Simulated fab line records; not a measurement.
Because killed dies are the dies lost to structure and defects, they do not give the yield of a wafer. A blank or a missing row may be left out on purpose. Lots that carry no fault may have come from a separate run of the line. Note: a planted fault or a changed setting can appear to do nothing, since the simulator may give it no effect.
Chamber matching -- flow nand-harc -- NHARC_A_CHANNEL_FILL_D2_ETCHBACK_20 on rie-diel-12: 4 sister chambers
The step etches the open film in C4F8/O2/Ar, target depth 27 nm, time 13.5 s. 14 wafers are shown with their chamber, then 7 later ones without.

WAFERS WITH THEIR CHAMBER
wafer,chamber,rf-vpp-V (V),rf-fwd-power-W (W),oes-product-au (a.u.)
L078.2,3,989,584.7,0.979
L078.4,0,975,586.0,0.970
L078.6,1,986,589.2,0.972
L082.1,3,989,586.4,0.967
L082.4,2,970,584.8,0.998
L082.5,0,974,584.9,0.960
L083.1,2,970,585.2,1.022
L083.3,3,990,585.7,0.993
L083.5,0,975,584.3,0.998
L085.2,0,975,585.3,0.987
L085.3,2,971,586.6,1.009
L085.6,2,970,586.5,1.009
L090.1,1,985,587.9,1.001
L090.2,0,975,587.8,0.982

SIGNATURES, as means of the wafers listed above
reading,chamber 0,chamber 1,chamber 2,chamber 3,scatter within a chamber
rf-vpp-V,974.80,985.50,970.25,989.33,0.521
rf-fwd-power-W,585.660,588.550,585.775,585.600,1.1
oes-product-au,0.97940,0.98650,1.00950,0.97967,0.0139
Rule: for a wafer and a chamber, the distance is found by dividing, reading by reading, the gap between the wafer's reading and the chamber's mean by the reading's scatter, squaring, summing and taking the root. The wafer belongs to the nearest chamber; if the next one is less than 2 further off, it can't be placed. The scatter is the square root of a quotient: the sum, over the shown wafers, of each reading's squared deviation from its chamber's mean, divided by wafers minus chambers.

WAFERS WITH NO CHAMBER GIVEN
wafer,rf-vpp-V (V),rf-fwd-power-W (W),oes-product-au (a.u.)
L090.4,989,585.5,1.020
L092.4,970,584.7,1.005
L092.5,986,589.0,1.002
L092.6,971,587.5,1.002
L093.1,976,583.3,0.968
L093.4,989,583.9,1.014
L093.5,990,583.8,1.008

WHICH CHAMBER EACH WENT THROUGH
wafer,from the rows above,in truth
L090.4,3,3
L092.4,2,2
L092.5,1,1
L092.6,2,2
L093.1,0,0
L093.4,3,3
L093.5,3,3
7 of 7 placed correctly. Not placeable from these rows: 0. 0 placed wrongly.
